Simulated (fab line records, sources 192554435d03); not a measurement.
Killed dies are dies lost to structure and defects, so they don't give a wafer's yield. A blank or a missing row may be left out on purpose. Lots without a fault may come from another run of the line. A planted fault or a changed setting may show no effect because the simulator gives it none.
One fault seen from 3 desks | flow n5_finfet | each desk has only its own numbers; what lay behind them comes last

THE DEFECT DESK
What the inspections along the route counted, lot by lot: means of the sampled wafers that have a number. A lot is out of limits, marked OUT, if its mean lies more than 4 standard deviations from the usual mean; the brackets give that distance.
Columns: A = raw_defect_count at N5_BEOL_M13_INSPECT_12, usual 2.1
lot  | first seen here | A
L830 | day 13 16:17    | 4.0
L832 | day 13 22:11    | 1.3
L833 | day 14 15:26    | 3.5
L836 | day 14 21:59    | 1.0
L838 | day 15 13:35    | 2.0
L840 | day 16 03:17    | 1.7
This desk's finding: nothing out of limits on any of the 6 lots.

THE TOOL OWNER'S DESK: rie_diel-06
The tool's own readings at N5_BEOL_M13_ETCH_59 (etches BARC in N2/H2, target depth 89 nm, overetch 26.7 nm, time 67.9 s): means of the sampled wafers that have a number, for each lot that ran on this tool. A lot is out of limits, marked OUT, if its mean lies more than 4 standard deviations from the usual mean; the brackets give that distance. Of its 8 readings 7 are shown: the one that was out of limits first, and those that lie furthest out on some lot.
Columns: A = drypump_motor_current_A at N5_BEOL_M13_ETCH_59, usual 5.5 A; B = oes_product_au at N5_BEOL_M13_ETCH_59, usual 0.69 a.u.; C = rf_fwd_power_W at N5_BEOL_M13_ETCH_59, usual 832 W; D = rf_vpp_V at N5_BEOL_M13_ETCH_59, usual 523.5 V; E = run_length_s at N5_BEOL_M13_ETCH_59, usual 91.2 s; F = showerhead_plenum_p_Torr at N5_BEOL_M13_ETCH_59, usual 2.53 Torr; G = throttle_valve_pct at N5_BEOL_M13_ETCH_59, usual 17.95 %
lot  | first seen here | A   | B    | C   | D     | E               | F    | G
L830 | day 13 16:21    | 5.3 | 0.65 | 830 | 521.5 | 90.7            | 2.45 | 18.25
L832 | day 13 22:16    | 5.1 | 0.74 | 828 | 524.9 | 86.6 (-9.4) OUT | 2.57 | 17.92
L833 | day 14 15:30    | 5.3 | 0.70 | 835 | 521.0 | 83.8 (-15) OUT  | 2.44 | 18.30
This desk's finding: out of limits on L832, L833; first on L832, day 13 22:16 (run_length_s at N5_BEOL_M13_ETCH_59). In limits: L830.

THE METROLOGY DESK
What the gauges read, lot by lot, whatever tool the lot ran on: means of the sampled wafers that have a number. A lot is out of limits, marked OUT, if its mean lies more than 4 standard deviations from the usual mean; the brackets give that distance.
Columns: A = cd_nm at N5_BEOL_M13_CD_MEAS_10, usual 189.6 nm; B = V12_OVL at N5_BEOL_M13_OVL_MEAS_11, usual 1 nm
lot  | first seen here | A     | B
L830 | day 13 16:13    | 192.1 | -5
L832 | day 13 22:08    | 191.0 | 5
L833 | day 14 15:23    | 187.7 | -2
L836 | day 14 21:56    | 187.9 | -4
L838 | day 15 13:24    | 186.8 | 1
L840 | day 16 03:14    | 188.6 | -1
This desk's finding: nothing out of limits on any of the 6 lots.

PUT TOGETHER
The tool owner's desk could have raised an alarm at day 13 22:16, on L832, L833.
The defect desk saw nothing out of limits.
The metrology desk saw nothing out of limits.
The defect desk has L832, L833 on record, within its limits.
The metrology desk has L832, L833 on record, within its limits.
Of the lots named, all ran N5_BEOL_M13_ETCH_59 on rie_diel-06.

WHAT THE SIMULATOR HAD PUT IN
Process parameter drift: rie_diel-06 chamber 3, from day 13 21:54 on, at N5_BEOL_M13_ETCH_59. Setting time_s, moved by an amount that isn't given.
Lots struck among those shown: L832, L833.
Hours from the fault's start to each desk's first reading out of limits: the tool owner's desk, 0.
